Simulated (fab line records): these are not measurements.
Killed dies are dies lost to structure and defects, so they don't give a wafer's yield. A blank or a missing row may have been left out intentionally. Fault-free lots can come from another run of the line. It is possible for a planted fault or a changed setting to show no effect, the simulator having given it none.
What tool caused it?	flow n5Finfet	Sampling: 24 lots, 72 wafers, 6 of 1938 route steps

WHAT THE GAUGES SHOWED, per wafer
N5_BEOL_M3_CD_MEAS_35: target cd 18 nm, target cd y 21 nm. Usual: cdNm at 18.10 nm, with a standard deviation of 0.26.
lot	measured	on	cdNm (nm)	flag
L074	day 7 04:36	cdSem-03	17.81 17.56 18.05	
L075	day 7 08:07	cdSem-03	17.80 18.30 18.39	
L076	day 7 19:43	cdSem-03	18.49 17.92 17.49	
L077	day 7 23:40	cdSem-03	18.54 18.48 17.99	
L078	day 8 03:42	cdSem-02	17.86 17.87 18.17	
L080	day 8 13:41	cdSem-01	18.37 18.20 18.48	
L079	day 8 19:13	cdSem-02	18.30 18.42 17.97	
L081	day 9 04:58	cdSem-02	18.02 17.87 17.93	
L082	day 9 05:37	cdSem-01	17.92 17.87 18.15	
L083	day 9 10:14	cdSem-02	17.97 18.46 17.85	
L084	day 9 21:33	cdSem-01	18.18 17.92 18.00	
L085	day 10 15:49	cdSem-03	18.12 18.15 17.84	
L086	day 10 13:00	cdSem-01	18.37 17.58 18.03	
L087	day 10 17:21	cdSem-03	18.26 17.94 18.34	
L089	day 10 21:35	cdSem-03	18.63 18.05 18.51	
L088	day 11 04:11	cdSem-01	17.77 18.53 18.17	
L090	day 11 15:27	cdSem-03	17.86 18.35 18.15	
L091	day 11 20:22	cdSem-01	18.33 18.26 17.73	
L093	day 11 20:52	cdSem-01	17.98 17.52 18.28	
L092	day 11 23:40	cdSem-01	18.08 18.09 18.06	
L094	day 12 03:04	cdSem-01	17.92 18.08 17.92	
L095	day 13 07:24	cdSem-03	18.06 18.01 18.34	
L097	day 12 20:21	cdSem-03	18.24 17.96 17.89	
L096	day 13 08:15	cdSem-01	18.10 18.17 18.23	

EACH LOT AND THE TOOL THAT RAN IT (in order: tool; ch and the chambers of the sampled wafers; start)
lot	N5_BEOL_M2_PRE_CLEAN_45	N5_BEOL_M2_ANNEAL_87	N5_BEOL_M3_ETCH_74	N5_BEOL_M3_STRIP_66	N5_BEOL_M3_ALD_98
L074	pvdSputter-01, day 6 16:24	pvdSputter-03, day 6 17:46	rieDiel-06 ch 2,3, day 6 20:45	rieDiel-06 ch 2,3, day 6 20:55	aldSin-04 ch 1,2, day 6 21:43
L075	pvdSputter-02, day 6 19:41	pvdSputter-02, day 6 21:01	rieDiel-06 ch 0,2, day 7 01:10	rieDiel-06 ch 0,2, day 7 01:21	aldSin-04 ch 0,1,2, day 7 02:08
L076	pvdSputter-03, day 7 08:23	pvdSputter-03, day 7 09:45	rieDiel-02 ch 0,1,3, day 7 16:34	rieDiel-02 ch 0,1,3, day 7 16:44	aldSin-02 ch 0,3, day 7 17:35
L077	pvdSputter-03, day 7 11:31	pvdSputter-01, day 7 14:26	rieDiel-01 ch 1,2,3, day 7 17:58	rieDiel-01 ch 1,2,3, day 7 18:08	aldSin-02 ch 0,2,3, day 7 18:56
L078	pvdSputter-01, day 7 19:32	pvdSputter-01, day 7 20:48	rieDiel-02 ch 0,2,3, day 8 01:01	rieDiel-02 ch 0,2,3, day 8 01:11	aldSin-03 ch 0,1,3, day 8 01:59
L080	pvdSputter-03, day 8 03:53	pvdSputter-03, day 8 05:08	rieDiel-02 ch 0,2,3, day 8 11:29	rieDiel-02 ch 0,2,3, day 8 11:39	aldSin-02 ch 0,2,3, day 8 12:42
L079	pvdSputter-02, day 8 11:08	pvdSputter-03, day 8 12:42	rieDiel-01 ch 0,2, day 8 17:14	rieDiel-01 ch 0,2, day 8 17:24	aldSin-02 ch 0,1,3, day 8 18:32
L081	pvdSputter-01, day 8 14:48	pvdSputter-01, day 8 17:36	rieDiel-06 ch 0,2,3, day 8 20:40	rieDiel-06 ch 0,2,3, day 8 20:50	aldSin-03 ch 1,2,3, day 8 21:57
L082	pvdSputter-03, day 8 22:16	pvdSputter-03, day 8 23:47	rieDiel-06 ch 0,3, day 9 03:13	rieDiel-06 ch 0,3, day 9 03:23	aldSin-04 ch 0,1,3, day 9 04:11
L083	pvdSputter-03, day 9 01:52	pvdSputter-01, day 9 03:31	rieDiel-01 ch 1,2,3, day 9 08:25	rieDiel-01 ch 1,2,3, day 9 08:35	aldSin-02 ch 0,1, day 9 09:23
L084	pvdSputter-01, day 9 10:43	pvdSputter-03, day 9 12:58	rieDiel-02 ch 2,3, day 9 16:38	rieDiel-02 ch 2,3, day 9 16:49	aldSin-02 ch 0,1, day 9 17:46
L085	pvdSputter-02, day 9 17:29	pvdSputter-03, day 9 19:04	rieDiel-02 ch 0,2,3, day 10 01:44	rieDiel-02 ch 0,2,3, day 10 01:55	aldSin-04 ch 1,2,3, day 10 03:35
L086	pvdSputter-02, day 9 17:41	pvdSputter-02, day 9 19:13	rieDiel-06 ch 1,2,3, day 9 22:40	rieDiel-06 ch 1,2,3, day 9 22:51	aldSin-02 ch 0,1, day 9 23:46
L087	pvdSputter-03, day 9 22:00	pvdSputter-02, day 9 23:38	rieDiel-01 ch 0,1,2, day 10 02:53	rieDiel-01 ch 0,1,2, day 10 03:04	aldSin-04 ch 1,2,3, day 10 04:01
L089	pvdSputter-03, day 10 12:59	pvdSputter-03, day 10 14:15	rieDiel-02 ch 0,2,3, day 10 18:09	rieDiel-02 ch 0,2,3, day 10 18:19	aldSin-04 ch 1,2,3, day 10 19:13
L088	pvdSputter-01, day 10 19:12	pvdSputter-02, day 10 20:29	rieDiel-01 ch 1,2, day 11 01:52	rieDiel-01 ch 1,2, day 11 02:02	aldSin-03 ch 0,3, day 11 03:30
L090	pvdSputter-03, day 11 01:27	pvdSputter-01, day 11 02:56	rieDiel-06 ch 0,2,3, day 11 07:01	rieDiel-06 ch 0,2,3, day 11 07:11	aldSin-04 ch 1,2,3, day 11 07:59
L091	pvdSputter-02, day 11 05:11	pvdSputter-03, day 11 06:47	rieDiel-02 ch 0,1, day 11 10:58	rieDiel-02 ch 0,1, day 11 11:08	aldSin-04 ch 1,2,3, day 11 12:13
L093	pvdSputter-02, day 11 07:35	pvdSputter-03, day 11 08:53	rieDiel-06 ch 0,1, day 11 14:12	rieDiel-06 ch 0,1, day 11 14:22	aldSin-02 ch 2,3, day 11 15:41
L092	pvdSputter-03, day 11 10:37	pvdSputter-02, day 11 12:05	rieDiel-06 ch 0,1,2, day 11 15:33	rieDiel-06 ch 0,1,2, day 11 15:43	aldSin-03 ch 0,1,3, day 11 17:25
L094	pvdSputter-03, day 11 10:42	pvdSputter-01, day 11 12:20	rieDiel-02 ch 1,2,3, day 11 16:01	rieDiel-02 ch 1,2,3, day 11 16:11	aldSin-03 ch 0,1,2, day 11 17:35
L095	pvdSputter-03, day 12 08:34	pvdSputter-03, day 12 11:32	rieDiel-02 ch 0,3, day 12 16:04	rieDiel-02 ch 0,3, day 12 16:14	aldSin-02 ch 0,3, day 12 17:36
L097	pvdSputter-03, day 12 12:50	pvdSputter-03, day 12 14:08	rieDiel-02 ch 2,3, day 12 17:58	rieDiel-02 ch 2,3, day 12 18:08	aldSin-03 ch 2,3, day 12 18:56
L096	pvdSputter-03, day 12 16:47	pvdSputter-03, day 12 18:24	rieDiel-02 ch 1,2, day 12 21:41	rieDiel-02 ch 1,2, day 12 21:52	aldSin-04 ch 1,3, day 12 22:47
- N5_BEOL_M2_PRE_CLEAN_45: time 30 s.
- N5_BEOL_M2_ANNEAL_87: time 240 s.
- N5_BEOL_M3_ETCH_74: etches underlayer in N2/H2, target depth 6.5 nm, time 5.2 s.
- N5_BEOL_M3_STRIP_66: strips in CF4.
- N5_BEOL_M3_ALD_98: deposits SiO2, target thk 2.5 nm, pulse time 1 s, co reactant pulse time 1 s.

AS READ BY THE TOOLS THEMSELVES (means over the sampled wafers that have a number; for cases with no such wafer, the mark the record gives instead)
N5_BEOL_M2_PRE_CLEAN_45. Usual: heaterPowerW at 339 W, with a standard deviation of 39.
lot	tool	heaterPowerW (W)	flag
L074	pvdSputter-01	319	
L075	pvdSputter-02	336	
L076	pvdSputter-03	345	
L077	pvdSputter-03	363	
L078	pvdSputter-01	317	
L080	pvdSputter-03	375	
L079	pvdSputter-02	324	
L081	pvdSputter-01	303	
L082	pvdSputter-03	347	
L083	pvdSputter-03	365	
L084	pvdSputter-01	306	
L085	pvdSputter-02	333	
L086	pvdSputter-02	299	
L087	pvdSputter-03	338	
L089	pvdSputter-03	343	
L088	pvdSputter-01	336	
L090	pvdSputter-03	340	
L091	pvdSputter-02	307	
L093	pvdSputter-02	332	
L092	pvdSputter-03	357	
L094	pvdSputter-03	342	
L095	pvdSputter-03	346	
L097	pvdSputter-03	340	
L096	pvdSputter-03	358	

N5_BEOL_M2_ANNEAL_87. Usual: heaterPowerW at 856 W, with a standard deviation of 99.
lot	tool	heaterPowerW (W)	flag
L074	pvdSputter-03	899	
L075	pvdSputter-02	827	
L076	pvdSputter-03	901	
L077	pvdSputter-01	806	
L078	pvdSputter-01	833	
L080	pvdSputter-03	859	
L079	pvdSputter-03	935	
L081	pvdSputter-01	761	
L082	pvdSputter-03	821	
L083	pvdSputter-01	780	
L084	pvdSputter-03	864	
L085	pvdSputter-03	898	
L086	pvdSputter-02	745	
L087	pvdSputter-02	861	
L089	pvdSputter-03	864	
L088	pvdSputter-02	768	
L090	pvdSputter-01	802	
L091	pvdSputter-03	822	
L093	pvdSputter-03	849	
L092	pvdSputter-02	857	
L094	pvdSputter-01	827	
L095	pvdSputter-03	948	
L097	pvdSputter-03	910	
L096	pvdSputter-03	906	

N5_BEOL_M3_ETCH_74. Usual: value, then standard deviation, for each; chamberPressureMTorr 30.00 mTorr / 0.041; drypumpMotorCurrentA 5.5 A / 0.49; etchRfOnTimeS 5.20 s / 0.071; oesProductAu 0.64 a.u. / 0.042; rfVppV 522.6 V / 2.9; showerheadPlenumPTorr 2.50 Torr / 0.095; throttleValvePct 17.84 % / 0.18.
lot	tool	chamberPressureMTorr (mTorr)	drypumpMotorCurrentA (A)	etchRfOnTimeS (s)	oesProductAu (a.u.)	rfVppV (V)	showerheadPlenumPTorr (Torr)	throttleValvePct (%)	flag
L074	rieDiel-06	29.98	5.2	5.25	0.62	521.6	2.43	17.82	
L075	rieDiel-06	30.00	5.3	5.27	0.63	523.8	2.51	18.09	
L076	rieDiel-02	30.01	5.8	5.14	0.70	524.4	2.56	17.68	
L077	rieDiel-01	30.00	5.6	5.18	0.61	524.5	2.56	17.91	
L078	rieDiel-02	30.00	5.4	5.14	0.69	525.1	2.56	17.72	
L080	rieDiel-02	30.02	5.4	5.23	0.68	524.7	2.56	17.71	
L079	rieDiel-01	30.01	5.7	5.17	0.66	520.6	2.41	17.65	
L081	rieDiel-06	30.01	5.4	5.33	0.60	522.2	2.46	18.02	
L082	rieDiel-06	30.01	5.6	5.29	0.60	523.2	2.50	18.15	
L083	rieDiel-01	30.02	5.6	5.18	0.60	523.2	2.56	17.95	
L084	rieDiel-02	29.99	5.6	5.16	0.65	522.0	2.50	17.77	
L085	rieDiel-02	30.02	5.4	5.22	0.67	524.1	2.55	17.73	
L086	rieDiel-06	30.00	5.2	5.20	0.62	521.0	2.42	17.86	
L087	rieDiel-01	30.00	5.5	5.12	0.63	522.6	2.50	17.81	
L089	rieDiel-02	30.02	5.4	5.15	0.67	524.0	2.55	17.74	
L088	rieDiel-01	30.01	5.8	5.17	0.60	524.9	2.56	17.84	
L090	rieDiel-06	30.01	5.4	5.26	0.59	520.5	2.45	18.04	
L091	rieDiel-02	30.00	5.9	5.22	0.67	523.2	2.52	17.71	
L093	rieDiel-06	29.99	5.3	5.21	0.62	523.3	2.50	18.15	
L092	rieDiel-06	30.02	5.2	5.29	0.62	520.8	2.46	18.02	
L094	rieDiel-02	30.02	5.8	5.22	0.63	520.6	2.46	17.80	
L095	rieDiel-02	30.02	5.7	5.16	0.66	525.3	2.58	17.74	
L097	rieDiel-02	30.03	5.6	5.19	0.63	522.7	2.49	17.82	
L096	rieDiel-02	30.04	5.4	5.29	0.62	521.0	2.42	17.82	

N5_BEOL_M3_STRIP_66. Usual: value, then standard deviation, for each; chamberPressureMTorr 50.00 mTorr / 0.049; drypumpMotorCurrentA 5.5 A / 0.49; oesProductAu 0.74 a.u. / 0.045; powerW 300.0 W / 1; rfVppV 270.3 V / 1.6; showerheadPlenumPTorr 1.76 Torr / 0.063; throttleValvePct 13.58 % / 0.18.
lot	tool	chamberPressureMTorr (mTorr)	drypumpMotorCurrentA (A)	oesProductAu (a.u.)	powerW (W)	rfVppV (V)	showerheadPlenumPTorr (Torr)	throttleValvePct (%)	flag
L074	rieDiel-06	49.95	5.2	0.73	300.4	269.7	1.72	13.58	
L075	rieDiel-06	49.98	5.3	0.73	299.4	271.1	1.77	13.76	
L076	rieDiel-02	49.99	5.8	0.81	298.9	270.8	1.81	13.38	
L077	rieDiel-01	50.00	5.6	0.71	300.0	271.1	1.81	13.67	
L078	rieDiel-02	49.99	5.4	0.79	300.4	271.6	1.81	13.44	
L080	rieDiel-02	50.03	5.4	0.79	298.7	272.5	1.81	13.44	
L079	rieDiel-01	50.02	5.7	0.76	299.5	269.4	1.71	13.41	
L081	rieDiel-06	50.04	5.4	0.71	299.3	269.7	1.74	13.69	
L082	rieDiel-06	49.96	5.5	0.70	300.4	269.9	1.76	13.79	
L083	rieDiel-01	50.00	5.6	0.69	300.7	271.6	1.81	13.70	
L084	rieDiel-02	49.96	5.6	0.75	299.9	270.4	1.78	13.60	
L085	rieDiel-02	50.03	5.4	0.78	299.7	271.5	1.80	13.47	
L086	rieDiel-06	49.96	5.2	0.72	299.7	268.2	1.72	13.63	
L087	rieDiel-01	50.02	5.5	0.72	299.8	270.4	1.77	13.58	
L089	rieDiel-02	49.99	5.4	0.77	300.1	270.4	1.80	13.48	
L088	rieDiel-01	50.00	5.8	0.70	299.8	270.3	1.80	13.63	
L090	rieDiel-06	49.99	5.3	0.70	298.8	269.9	1.73	13.73	
L091	rieDiel-02	49.95	6.0	0.78	299.2	270.8	1.77	13.38	
L093	rieDiel-06	50.03	5.3	0.72	301.0	270.9	1.77	13.84	
L092	rieDiel-06	49.99	5.1	0.72	299.7	269.0	1.74	13.76	
L094	rieDiel-02	50.02	5.8	0.74	299.9	269.4	1.74	13.56	
L095	rieDiel-02	50.01	5.7	0.77	300.3	271.3	1.83	13.53	
L097	rieDiel-02	50.03	5.6	0.73	299.5	270.8	1.77	13.64	
L096	rieDiel-02	49.96	5.5	0.73	300.1	270.1	1.72	13.58	

N5_BEOL_M3_ALD_98. Usual: heaterPowerW 79 W, standard deviation 8.5; precursorPulseHeightRel 0.999, standard deviation 0.02.
lot	tool	heaterPowerW (W)	precursorPulseHeightRel	flag
L074	aldSin-04	82	0.996	
L075	aldSin-04	81	0.995	
L076	aldSin-02	81	1.013	
L077	aldSin-02	83	0.993	
L078	aldSin-03	85	0.990	
L080	aldSin-02	81	1.010	
L079	aldSin-02	80	0.991	
L081	aldSin-03	87	0.998	
L082	aldSin-04	75	0.978	
L083	aldSin-02	76	1.010	
L084	aldSin-02	75	1.000	
L085	aldSin-04	78	0.999	
L086	aldSin-02	75	0.988	
L087	aldSin-04	76	0.994	
L089	aldSin-04	76	0.990	
L088	aldSin-03	80	0.986	
L090	aldSin-04	77	1.006	
L091	aldSin-04	77	1.024	
L093	aldSin-02	88	1.002	
L092	aldSin-03	87	0.989	
L094	aldSin-03	82	1.029	
L095	aldSin-02	89	0.994	
L097	aldSin-03	82	0.979	
L096	aldSin-04	81	0.989	

THE ANSWER, worked out from the rows above alone
Rule: a lot is off if the mean of its wafers that have a number lies more than 3 standard deviations from the usual mean. Also off: a lot with no number at a reading for which 4 or more lots have one. All remaining lots with rows at the step are treated as sound. The gauges are gone through in route order, then the tools' own readings, and for those a lot's mean is taken as printed above. At the first step where some lot is off, the reading lying furthest off is the one used; lots without a number count as furthest.
None of the lots is off at any reading shown; this tells nothing.

WHAT WAS PUT IN BY THE SIMULATOR
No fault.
